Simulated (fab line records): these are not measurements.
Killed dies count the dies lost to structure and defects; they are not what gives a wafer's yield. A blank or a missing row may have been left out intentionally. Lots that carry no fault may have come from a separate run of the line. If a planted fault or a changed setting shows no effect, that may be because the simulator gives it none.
Split-lot trial | flow n5_finfet | 7 lots, 21 wafers read, on a route of 1938 steps

## SPLIT DETAILS
At N5_BEOL_M15_EXPOSE_25 (exposes mask M15, target cd 400 nm), the setting dose_mj was moved away from the recipe's 35.5 on 7 of the 21 wafers read, by -4.4% to +6.5%. The other wafers ran this setting at the recipe's value.

## FROM THE SPLIT TO THE READING: what the file shows between them, 3 steps
- N5_BEOL_M15_PEB_26: peb time 90 s
- N5_BEOL_M15_DEVELOP_27: develop time 45 s
- N5_BEOL_M15_HARDBAKE_32: time 120 s

## THE READING
cd_nm, in nm, at N5_BEOL_M15_CD_MEAS_28 (target cd 407.6 nm). Fault-free wafers of this fab line usually give 408.2 nm, standard deviation 1.3 nm.

wafer  | tool, chamber at the split | dose_mj as run | against the recipe | cd_nm, nm | against lot-mates on the recipe
L079.1 | krf_scanner-02, 0          | 35.5           | recipe             | 409.0     | -
L079.2 | krf_scanner-02, 0          | 35.5           | recipe             | 408.8     | -
L079.3 | krf_scanner-02, 0          | 35.5           | recipe             | 409.9     | -
L080.3 | krf_scanner-01, 0          | 37.8           | +6.5%              | 417.9     | no lot-mate on the recipe
L080.4 | krf_scanner-01, 0          | 37.8           | +6.5%              | 417.6     | no lot-mate on the recipe
L080.6 | krf_scanner-01, 0          | 37.8           | +6.5%              | 418.3     | no lot-mate on the recipe
L081.1 | krf_scanner-01, 0          | 35.5           | recipe             | 410.2     | -
L081.4 | krf_scanner-01, 0          | 35.5           | recipe             | 409.0     | -
L081.6 | krf_scanner-01, 0          | 35.5           | recipe             | 410.0     | -
L082.2 | krf_scanner-01, 0          | 35.5           | recipe             | 409.1     | -
L082.3 | krf_scanner-01, 0          | 35.5           | recipe             | 409.0     | -
L082.4 | krf_scanner-01, 0          | 33.94          | -4.4%              | 402.8     | -6.2
L088.3 | krf_scanner-02, 0          | 34.36          | -3.2%              | 402.4     | -5.6
L088.4 | krf_scanner-02, 0          | 35.5           | recipe             | 408.0     | -
L088.6 | krf_scanner-02, 0          | 34.36          | -3.2%              | 401.2     | -6.8
L097.4 | krf_scanner-01, 0          | 34.07          | -4.0%              | 402.5     | -5.5
L097.5 | krf_scanner-01, 0          | 35.5           | recipe             | 408.2     | -
L097.6 | krf_scanner-01, 0          | 35.5           | recipe             | 407.9     | -
L096.1 | krf_scanner-01, 0          | 35.5           | recipe             | 411.2     | -
L096.5 | krf_scanner-01, 0          | 35.5           | recipe             | 409.3     | -
L096.6 | krf_scanner-01, 0          | 35.5           | recipe             | 409.5     | -

FIT RESULTS
A straight line over all 21 wafers: cd_nm changes by +1.51 nm for each +1% of dose_mj; r = +0.97; the points scatter about the line by 1.1 nm.
The same after taking each lot's own level away (the mean of its wafers on the recipe; 18 wafers): +1.59 nm for each +1%; r = +0.97; scatter 0.71 nm.
Per that fit: largest dose_mj move, reading shift of 10 nm.
From 408.00 to 410.00 nm: that is the span of the lots' own levels, equal to 1.5 times the standard deviation above.
The two slopes agree, so the slope changes little with the lot-to-lot level.
Check: for one of the wafers moved furthest among these (-4.4%), held out of the fit, the line's prediction against its lot-mates is -7.41 nm. Against them it came out at -6.25 nm.

## THE OTHER SPLITS THESE WAFERS WENT THROUGH
These wafers also went through other splits before the reading. Each is held against what the fit with the lots' levels taken away leaves over:
other split on the same wafers | wafers away from the commonest value | r with cd_nm (lot level and that fit taken away)
N5_BEOL_M14_PEB_08 peb_temp_c  | 8                                    | +0.36
N5_BEOL_M14_DEP_53 time_s      | 9                                    | -0.20

## THE WHOLE CHAIN: every reading that the file lists as answering this split, in the file's order
step                       | what it does                                                            | reading                                                         | change (the file's fit)              | r (the file's)
N5_BEOL_M15_CD_MEAS_28     | target cd 407.6 nm                                                      | cd_nm                                                           | +1.53 nm for each +1% of the setting | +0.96
N5_BEOL_M15_DESCUM_33      | chemistry O2, time 7.9 s                                                | BEOL_M15.cd_nm (the simulator's own value, which no gauge read) | +1.56 nm for each +1% of the setting | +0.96
N5_BEOL_M15_ETCH_61        | etches BARC in N2/H2, target depth 89 nm, overetch 26.7 nm, time 67.9 s | BEOL_M15.cd_nm (the simulator's own value, which no gauge read) | +1.72 nm for each +1% of the setting | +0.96
N5_BEOL_M15_TRENCH_ETCH_34 | etches SiO2 in C4F8/O2/Ar, target depth 872.93 nm, time 199 s           | BEOL_M15.cd_nm (the simulator's own value, which no gauge read) | +1.78 nm for each +1% of the setting | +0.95

## FILE'S OWN FIT
cd_nm changes by +1.53 nm for each +1% of dose_mj, r = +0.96.
